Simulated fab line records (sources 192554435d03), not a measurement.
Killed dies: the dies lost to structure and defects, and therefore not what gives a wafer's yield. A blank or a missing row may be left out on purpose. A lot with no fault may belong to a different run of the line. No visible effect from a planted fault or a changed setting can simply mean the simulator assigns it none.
Chamber matching	flow n5_finfet	N5_BEOL_M13_VIA_ETCH_16 on rie_diel-05: 4 sister chambers
The step etches SiOC in C4F8/O2/Ar, target depth 921.7 nm. 4 wafers are shown with their chamber, then 8 later ones without.

WAFERS, EACH WITH ITS CHAMBER
wafer	chamber	showerhead_plenum_p_Torr (Torr)
L082.6	0	3.58
L086.1	3	3.51
L086.4	2	3.52
L088.2	1	3.27

WAFERS WHOSE CHAMBER IS MISSING
wafer	showerhead_plenum_p_Torr (Torr)
L088.5	3.27
L088.6	3.51
L094.1	3.56
L094.2	3.50
L094.5	3.56
L097.2	3.50
L097.3	3.51
L097.6	3.56

THE CHAMBER EACH PASSED THROUGH
wafer	from the rows above	in truth
L088.5	1	1
L088.6	can't be placed: 3 or 2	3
L094.1	can't be placed: 0 or 2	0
L094.2	can't be placed: 3 or 2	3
L094.5	can't be placed: 0 or 2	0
L097.2	can't be placed: 3 or 2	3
L097.3	can't be placed: 3 or 2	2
L097.6	can't be placed: 0 or 2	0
Correct placement for 1 of the 8. Cannot be placed on the basis of these rows: 7; the candidates contain the true chamber in 7. Placed wrongly: 0.
How it was worked out, from the rows above alone: a wafer's distance from a chamber is the root of the sum, over the readings, of the square of ((its reading less the chamber's mean) divided by the reading's scatter). If the next closest chamber is less than 2 further off than the closest, the wafer can't be placed; otherwise it belongs to the closest. For every chamber, the mean is computed from those of its wafers that are shown. The scatter (one wafer shown for each chamber): square how far every hidden wafer sits from the nearest shown wafer, average those squares and take the square root.
